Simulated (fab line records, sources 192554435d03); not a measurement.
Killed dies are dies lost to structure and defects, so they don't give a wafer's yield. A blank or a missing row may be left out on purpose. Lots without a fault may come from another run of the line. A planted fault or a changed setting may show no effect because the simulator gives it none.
Split-lot experiment | flow n5_finfet | 7 lots, 21 wafers read, on a route of 1938 steps

THE SPLIT
At N5_BEOL_M10_PEB_26 (peb time 60 s), the setting peb_time_s was moved away from the recipe's 60 s on 6 of the 21 wafers read, by -21.6% to +20.7%. The other wafers ran this setting at the recipe's value.

FROM THE SPLIT TO THE READING: what the file shows between them, 1 step
- N5_BEOL_M10_DEVELOP_27: develop time 30 s

THE READING
cd_nm, in nm, at N5_BEOL_M10_CD_MEAS_28 (target cd 70 nm). Fault-free wafers of this fab line usually give 70.0 nm, standard deviation 0.93 nm.

wafer  | tool, chamber at the split | peb_time_s as run, s | against the recipe | cd_nm, nm | against lot-mates on the recipe
L074.1 | litho_track-02, 0          | 60                   | recipe             | 70.3      | -
L074.2 | litho_track-02, 0          | 60                   | recipe             | 70.6      | -
L074.3 | litho_track-02, 0          | 60                   | recipe             | 70.7      | -
L076.2 | litho_track-01, 0          | 47.06                | -21.6%             | 59.5      | -10.8
L076.3 | litho_track-01, 0          | 60                   | recipe             | 71.2      | -
L076.6 | litho_track-01, 0          | 60                   | recipe             | 69.5      | -
L080.1 | litho_track-02, 0          | 60                   | recipe             | 70.2      | -
L080.3 | litho_track-02, 0          | 60                   | recipe             | 70.4      | -
L080.6 | litho_track-02, 0          | 60                   | recipe             | 69.1      | -
L078.4 | litho_track-02, 0          | 60                   | recipe             | 71.1      | -
L078.5 | litho_track-02, 0          | 72.43                | +20.7%             | 79.9      | +8.8
L078.6 | litho_track-02, 0          | 72.43                | +20.7%             | 80.1      | +9.0
L084.1 | litho_track-03, 0          | 52.89                | -11.8%             | 63.8      | -5.1
L084.2 | litho_track-03, 0          | 60                   | recipe             | 69.2      | -
L084.4 | litho_track-03, 0          | 60                   | recipe             | 68.6      | -
L089.2 | litho_track-03, 0          | 60                   | recipe             | 70.4      | -
L089.4 | litho_track-03, 0          | 63.9                 | +6.5%              | 70.6      | +0.3
L089.6 | litho_track-03, 0          | 60                   | recipe             | 70.1      | -
L093.2 | litho_track-02, 0          | 50.33                | -16.1%             | 63.2      | -6.4
L093.5 | litho_track-02, 0          | 60                   | recipe             | 69.1      | -
L093.6 | litho_track-02, 0          | 60                   | recipe             | 70.1      | -

THE FIT
A straight line over all 21 wafers: cd_nm changes by +0.469 nm for each +1% of peb_time_s; r = +0.98; the points scatter about the line by 0.91 nm.
The same after taking each lot's own level away (the mean of its wafers on the recipe; 21 wafers): +0.435 nm for each +1%; r = +0.98; scatter 0.77 nm.
On that fit, the largest move of peb_time_s shifts the reading by 9.4 nm.
The lots' own levels span 68.90 to 71.10 nm, that is 2.4 times the standard deviation above.
So the lot-to-lot level changes the slope little: the two slopes agree.
Check: with one of the wafers moved furthest among these (-21.6%) left out of the fit, the line predicts -8.97 nm for it against its lot-mates. It came out at -10.8 nm against them.

OTHER SPLITS ON THESE WAFERS
These wafers also went through other splits before the reading. Each is held against what the fit with the lots' levels taken away leaves over:
other split on the same wafers | wafers away from the commonest value | r with cd_nm (lot level and that fit taken away)
N5_BEOL_M7_ETCH_41 source_w    | 5                                    | +0.27
N5_BEOL_M8_COAT_22 spin_rpm    | 5                                    | -0.11
N5_BEOL_M9_COAT_22 spin_rpm    | 8                                    | -0.34
N5_BEOL_M9_ETCH_66 time_s      | 3                                    | +0.06
N5_BEOL_M10_COAT_63 spin_rpm   | 5                                    | -0.23

THE FILE'S OWN FIT
cd_nm changes by +0.439 nm for each +1% of peb_time_s, r = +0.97.
